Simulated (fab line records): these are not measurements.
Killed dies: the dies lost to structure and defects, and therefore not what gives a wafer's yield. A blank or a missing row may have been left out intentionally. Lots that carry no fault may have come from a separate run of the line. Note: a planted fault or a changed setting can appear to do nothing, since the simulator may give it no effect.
What tool caused it? | flow nandHarc | 11 lots, 33 wafers sampled, at 5 steps of a route of 1159

WHAT THE GAUGES READ, wafer by wafer
NHARC_P_BONDPAD_CD_MEAS_09 targets a cd of 500 nm.
lot  | measured     | on       | cdNm (nm)
L167 | day 6 10:18  | cdSem-01 | 498.8 497.9 497.1
L168 | day 6 19:55  | cdSem-01 | 499.4 500.6 501.7
L169 | day 7 00:39  | cdSem-02 | 499.6 497.8 499.5
L171 | day 7 02:44  | cdSem-02 | 501.1 499.3 499.1
L176 | day 8 19:35  | cdSem-03 | 499.8 499.9 500.6
L175 | day 8 20:16  | cdSem-03 | 501.2 499.9 499.4
L181 | day 10 02:13 | cdSem-03 | 501.5 500.2 500.2
L182 | day 10 15:01 | cdSem-02 | 511.5 512.2 513.0 511.2 512.6 513.0
L183 | day 10 15:57 | cdSem-03 | 498.0 498.8 498.9
L184 | day 11 00:32 | cdSem-01 | 498.4 499.3 499.2
L187 | day 11 11:22 | cdSem-01 | 511.3 509.5 512.0 511.5 509.4 511.7

TOOL THAT RAN EACH LOT (tool first, then ch and the chambers of the sampled wafers, then the start)
lot  | NHARC_P_M2_ETCH_28                           | NHARC_P_M2_PRE_CLEAN_30                | NHARC_P_M2_DEP_33               | NHARC_P_BONDPAD_EXPOSE_06
L167 | rieDiel-04 ch 0,1, day 6 08:39 or earlier    | pvdSputter-01, day 6 08:39 or earlier  | pecvd-03 ch 0,2, day 6 08:39    | krfScanner-02 ch 0, day 6 10:09
L168 | rieDiel-03 ch 0,1,3, day 6 18:17 or earlier  | pvdSputter-02, day 6 18:17 or earlier  | pecvd-04 ch 0,1, day 6 18:17    | krfScanner-03 ch 0, day 6 19:47
L169 | rieDiel-04 ch 0,3, day 6 23:11 or earlier    | pvdSputter-03, day 6 23:11 or earlier  | pecvd-02 ch 0,1,2, day 6 23:11  | krfScanner-03 ch 0, day 7 00:30
L171 | rieDiel-04 ch 0,1,2, day 7 01:04 or earlier  | pvdSputter-03, day 7 01:04 or earlier  | pecvd-04 ch 0,1, day 7 01:04    | krfScanner-02 ch 0, day 7 02:35
L176 | rieDiel-03 ch 1,3, day 8 18:05 or earlier    | pvdSputter-01, day 8 18:05 or earlier  | pecvd-04 ch 1,2, day 8 18:05    | krfScanner-03 ch 0, day 8 19:26
L175 | rieDiel-04 ch 0,1, day 8 18:38 or earlier    | pvdSputter-02, day 8 18:38 or earlier  | pecvd-03 ch 1,2, day 8 18:38    | krfScanner-01 ch 0, day 8 20:08
L181 | rieDiel-04 ch 0,1,2, day 10 00:44 or earlier | pvdSputter-03, day 10 00:44 or earlier | pecvd-02 ch 0,1,2, day 10 00:44 | krfScanner-03 ch 0, day 10 02:04
L182 | rieDiel-04 ch 1,2,3, day 10 13:14 or earlier | pvdSputter-01, day 10 13:14 or earlier | pecvd-03 ch 0,1, day 10 13:14   | krfScanner-03 ch 0, day 10 14:52
L183 | rieDiel-04 ch 0,2,3, day 10 14:23 or earlier | pvdSputter-01, day 10 14:23 or earlier | pecvd-02 ch 1,2, day 10 14:23   | krfScanner-01 ch 0, day 10 15:48
L184 | rieDiel-04 ch 0,1,3, day 10 23:01 or earlier | pvdSputter-02, day 10 23:01 or earlier | pecvd-04 ch 0,1, day 10 23:01   | krfScanner-02 ch 0, day 11 00:23
L187 | rieDiel-03 ch 0,3, day 11 09:41 or earlier   | pvdSputter-02, day 11 09:41 or earlier | pecvd-03 ch 0,1,2, day 11 09:41 | krfScanner-03 ch 0, day 11 11:13
- NHARC_P_M2_ETCH_28: etches the open film in CF4/N2, target depth 30 nm, time 72.99 s.
- NHARC_P_M2_PRE_CLEAN_30: time 30 s.
- NHARC_P_M2_DEP_33: deposits SiCN, target thk 30 nm.
- NHARC_P_BONDPAD_EXPOSE_06: exposes mask P BPAD.

THE ANSWER, worked out from the rows above alone
Rule: the lots themselves supply what counts as usual. The widest of any qualifying gaps counts: lots, ordered by their means at a reading, are off when they make up no more than a third of the lots, leave a main group of 4 or more, and stand apart from it by 3 or more times the standard deviation of that group's means. If all means in a main group match to the digits the tables above print for the reading, that group is not used. A lot without any number at a reading at which 4 lots or more have one is off too. Any other lot the step has rows for is counted as sound.
Off: L182, L187, at NHARC_P_BONDPAD_CD_MEAS_09 (cdNm). The main group: mean 499.5 nm, standard deviation 0.9.
A tool fits if, at a process step before that reading, it ran every lot that is off, and no sound lot after the first of them. The gauges at NHARC_P_BONDPAD_CD_MEAS_09 are tried like those tools. Because NHARC_P_M2_ETCH_28 lacks a start for some lots, the hours and order of its lots are taken from NHARC_P_M2_DEP_33. Because NHARC_P_M2_PRE_CLEAN_30 lacks a start for some lots, the hours and order of its lots are taken from NHARC_P_M2_DEP_33. Can't be told from this: 2 tools fit, pecvd-03 at NHARC_P_M2_DEP_33, krfScanner-03 at NHARC_P_BONDPAD_EXPOSE_06.

WHAT THE SIMULATOR HAD PUT IN
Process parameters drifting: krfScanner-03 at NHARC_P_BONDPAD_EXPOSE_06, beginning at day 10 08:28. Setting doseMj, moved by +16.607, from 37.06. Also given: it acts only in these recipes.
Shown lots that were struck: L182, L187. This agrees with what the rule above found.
